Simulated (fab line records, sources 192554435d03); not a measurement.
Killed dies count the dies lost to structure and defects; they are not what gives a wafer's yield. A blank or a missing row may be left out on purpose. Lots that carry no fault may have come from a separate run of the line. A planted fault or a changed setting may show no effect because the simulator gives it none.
The tool behind it: which one? | flow n5 finfet | 10 lots, 29 wafers sampled, at 5 steps of a route of 1938

WHAT THE GAUGES SHOWED, per wafer
N5_BEOL_M4_RC_MEAS_101. Usual: DIBL_N 36.3 mV/V, standard deviation 1.6; DIBL_P 36.4 mV/V, standard deviation 2.1; IOFF_N 0.16 nA/um, standard deviation 0.032; IOFF_P 0.22 nA/um, standard deviation 0.044; ION_N 675 uA/um, standard deviation 12; ION_P 463 uA/um, standard deviation 8.3; SS_N 71.6 mV/dec, standard deviation 0.64; SS_P 73.3 mV/dec, standard deviation 0.67; VT_N 250 mV, standard deviation 3.3; VT_P -250 mV, standard deviation 3.7.
lot  | measured     | on        | DIBL_N (mV/V)  | DIBL_P (mV/V)  | IOFF_N (nA/um) | IOFF_P (nA/um) | ION_N (uA/um) | ION_P (uA/um) | SS_N (mV/dec)  | SS_P (mV/dec)  | VT_N (mV)   | VT_P (mV)      | flag
L190 | day 9 17:16  | prober-01 | 37.6 35.8 35.0 | 38.7 35.3 35.0 | 0.17 0.13 0.12 | 0.21 0.16 0.16 | 675 672 666   | 462 452 455   | 72.0 71.6 70.9 | 73.9 72.1 72.7 | 248 252 252 | -250 -256 -255 |
L192 | day 10 02:59 | prober-01 | 36.7 36.5 37.5 | 36.5 36.4 37.5 | 0.17 0.16 0.18 | 0.22 0.20 0.22 | 675 664 682   | 470 455 469   | 71.0 71.4 72.1 | 73.9 72.9 74.1 | 248 251 248 | -249 -251 -248 |
L188 | day 10 05:23 | prober-01 | 33.9 35.8 33.8 | 34.4 36.6 33.3 | 0.12 0.16 0.12 | 0.18 0.21 0.17 | 664 683 663   | 454 466 460   | 70.7 71.1 71.6 | 72.0 72.7 72.3 | 254 250 252 | -252 -253 -254 |
L193 | day 10 16:30 | prober-02 | 36.3 35.1 37.4 | 35.5 33.6 36.4 | 0.15 0.13 0.18 | 0.19 0.17 0.21 | 674 667 694   | 463 462 471   | 70.6 70.5 71.2 | 73.7 73.0 72.5 | 251 250 246 | -251 -252 -254 |
L195 | day 11 12:28 | prober-01 | 36.8 36.9 37.2 | 38.9 38.7 40.1 | 0.19 0.19 0.20 | 0.26 0.26 0.29 | 690 682 697   | 472 471 486   | 71.3 71.8 71.9 | 74.1 73.6 74.9 | 249 249 247 | -248 -248 -245 |
L196 | day 11 14:42 | prober-01 | 38.7 38.2      | 39.0 39.1      | 0.20 0.18      | 0.32 0.32      | 664 683       | 472 477       | 73.3 71.7      | 73.9 73.5      | 248 249     | -242 -244      |
L203 | day 13 18:07 | prober-02 | 34.7 33.1 35.3 | 35.1 33.9 35.8 | 0.14 0.11 0.15 | 0.20 0.18 0.20 | 663 651 668   | 458 457 462   | 71.4 71.3 71.0 | 73.7 73.1 74.1 | 253 257 251 | -253 -252 -251 |
L207 | day 14 05:22 | prober-02 | 34.3 34.8 33.7 | 32.5 33.8 31.3 | 0.10 0.12 0.09 | 0.13 0.14 0.12 | 642 676 651   | 435 460 442   | 70.7 71.0 70.2 | 72.8 73.8 71.9 | 257 253 258 | -258 -256 -259 |
L206 | day 14 11:29 | prober-02 | 34.9 37.0 37.3 | 35.0 37.8 37.6 | 0.14 0.18 0.18 | 0.19 0.24 0.23 | 666 681 685   | 465 469 467   | 71.3 71.4 71.3 | 72.3 73.3 73.4 | 251 246 244 | -251 -247 -249 |
L210 | day 15 18:29 | prober-02 | 35.4 34.7 40.7 | 36.1 35.6 41.8 | 0.13 0.13 0.24 | 0.16 0.16 0.26 | 665 662 697   | 456 456 463   | 71.8 71.1 73.0 | 72.6 73.2 74.2 | 254 252 245 | -253 -256 -247 |

N5_PASSIVATION_INSPECT_64: inspects for defects (macro). Usual: 1.9 for raw defect count, sd 1.5.
lot  | measured     | on                | raw defect count | flag
L190 | day 14 01:15 | defect inspect-02 | 2 3 8            |
L192 | day 15 01:31 | defect inspect-01 | 4 3 2            |
L188 | day 15 02:29 | defect inspect-01 | 2 2 1            |
L193 | day 15 04:08 | defect inspect-02 | 2 4              |
L195 | day 15 18:49 | defect inspect-02 | 0 2              |
L196 | day 16 07:11 | defect inspect-02 | 4                |
L203 | day 18 01:34 | defect inspect-01 | 3 5 3            |
L207 | day 18 17:14 | defect inspect-01 | 5 0 2            |
L206 | day 18 12:45 | defect inspect-01 | 2 1 0            |
L210 | day 20 02:35 | defect inspect-01 | 1 2 2            |

EACH LOT AND THE TOOL THAT RAN IT (in order: tool; ch and the chambers of the sampled wafers; start)
lot  | N5_BEOL_M11_VIA_ETCH_34            | N5_BEOL_M15_ANNEAL_48            | N5_MIM_TOP_DEGAS_04
L190 | rie diel-05 ch 0,1,2, day 12 04:21 | rtp anneal-01 ch 0, day 13 14:52 | pvd sputter-03, day 13 19:23
L192 | rie diel-05 ch 2,3, day 12 17:37   | rtp anneal-01 ch 0, day 14 12:29 | pvd sputter-03, day 14 17:43
L188 | rie diel-05 ch 0,2,3, day 12 22:04 | rtp anneal-01 ch 0, day 14 13:48 | pvd sputter-03, day 14 18:00
L193 | rie diel-05 ch 1,3, day 13 04:29   | rtp anneal-02 ch 0, day 14 17:13 | pvd sputter-01, day 14 21:51
L195 | rie diel-05 ch 2,3, day 13 23:05   | rtp anneal-01 ch 0, day 15 09:04 | pvd sputter-03, day 15 13:29
L196 | rie diel-05 ch 0,3, day 14 12:37   | rtp anneal-02 ch 0, day 15 21:40 | pvd sputter-03, day 16 01:34
L203 | rie diel-04 ch 0,1,2, day 16 09:52 | rtp anneal-01 ch 0, day 17 12:39 | pvd sputter-01, day 17 15:38
L207 | rie diel-04 ch 0,3, day 17 03:40   | rtp anneal-02 ch 0, day 18 08:26 | pvd sputter-03, day 18 11:52
L206 | rie diel-05 ch 0,1,2, day 16 22:59 | rtp anneal-01 ch 0, day 18 04:51 | pvd sputter-02, day 18 08:05
L210 | rie diel-04 ch 1,2,3, day 18 09:04 | rtp anneal-01 ch 0, day 19 13:09 | pvd sputter-01, day 19 18:14
- N5_BEOL_M11_VIA_ETCH_34: etches SiCOH lowk in C4F6/O2, target depth 184.5 nm, time 69.2 s.
- N5_BEOL_M15_ANNEAL_48: time 90 s.
- N5_MIM_TOP_DEGAS_04: time 60 s.

AS READ BY THE TOOLS THEMSELVES (means over the sampled wafers that have a number; for cases with no such wafer, the mark the record gives instead)
N5_BEOL_M11_VIA_ETCH_34. Usual: drypump motor current A 5.6 A, standard deviation 0.44; oes_f_703_au 0.81 a.u., standard deviation 0.074; oes product au 0.80 a.u., standard deviation 0.079; rf vpp V 660 V, standard deviation 14; showerhead plenum p Torr 2.82 Torr, standard deviation 0.083; throttle valve pct 21.01 %, standard deviation 0.17.
lot  | tool        | drypump motor current A (A) | oes_f_703_au (a.u.) | oes product au (a.u.) | rf vpp V (V) | showerhead plenum p Torr (Torr) | throttle valve pct (%) | flag
L190 | rie diel-05 | 5.4                         | 0.78                | 0.76                  | 658          | 2.89                            | 21.12                  |
L192 | rie diel-05 | 5.4                         | 0.78                | 0.77                  | 652          | 2.76                            | 21.04                  |
L188 | rie diel-05 | 5.1                         | 0.77                | 0.76                  | 654          | 2.82                            | 21.03                  |
L193 | rie diel-05 | 5.3                         | 0.84                | 0.78                  | 655          | 2.85                            | 20.97                  |
L195 | rie diel-05 | 5.1                         | 0.80                | 0.74                  | 653          | 2.77                            | 20.95                  |
L196 | rie diel-05 | 4.8                         | 0.76                | 0.68                  | 656          | 2.84                            | 20.97                  |
L203 | rie diel-04 | 5.7                         | 0.80                | 0.79                  | 655          | 2.75                            | 20.90                  |
L207 | rie diel-04 | 5.8                         | 0.92                | 0.92                  | 670          | 2.81                            | 21.01                  |
L206 | rie diel-05 | 5.4                         | 0.85                | 0.84                  | 658          | 2.87                            | 21.04                  |
L210 | rie diel-04 | 5.7                         | 0.81                | 0.80                  | 654          | 2.76                            | 21.01                  |

N5_BEOL_M15_ANNEAL_48. Usual: 225.86 for wafer_temp_C_max, sd 0.23.
lot  | tool          | wafer_temp_C_max | flag
L190 | rtp anneal-01 | 225.77           |
L192 | rtp anneal-01 | 225.71           |
L188 | rtp anneal-01 | 226.06           |
L193 | rtp anneal-02 | 225.83           |
L195 | rtp anneal-01 | 225.74           |
L196 | rtp anneal-02 | 226.03           |
L203 | rtp anneal-01 | 226.22           |
L207 | rtp anneal-02 | 225.88           |
L206 | rtp anneal-01 | 225.69           |
L210 | rtp anneal-01 | 225.82           |

N5_MIM_TOP_DEGAS_04. Usual: 470 W for heater power w, sd 63.
lot  | tool           | heater power w (W) | flag
L190 | pvd sputter-03 | 439                |
L192 | pvd sputter-03 | 467                |
L188 | pvd sputter-03 | 478                |
L193 | pvd sputter-01 | 446                |
L195 | pvd sputter-03 | 542                |
L196 | pvd sputter-03 | 473                |
L203 | pvd sputter-01 | 451                |
L207 | pvd sputter-03 | 437                |
L206 | pvd sputter-02 | 491                |
L210 | pvd sputter-01 | 461                |

THE ANSWER, worked out from the rows above alone
Rule: take the mean of a lot's wafers that have a number; if it is more than 3 standard deviations from the usual mean, the lot is off. Also off: a lot with no number at a reading for which 4 or more lots have one. Where the step has rows for the other lots, those lots are counted as sound. Order of review: gauges by route order, followed by the tools' own readings, for which a lot's mean as printed above is used. The first step at which some lot is off is used, and at that step the reading that is off furthest; a lot without a number counts as furthest.
Nothing can be told from this: no lot is off at any reading shown.

WHAT THE SIMULATOR PUT IN
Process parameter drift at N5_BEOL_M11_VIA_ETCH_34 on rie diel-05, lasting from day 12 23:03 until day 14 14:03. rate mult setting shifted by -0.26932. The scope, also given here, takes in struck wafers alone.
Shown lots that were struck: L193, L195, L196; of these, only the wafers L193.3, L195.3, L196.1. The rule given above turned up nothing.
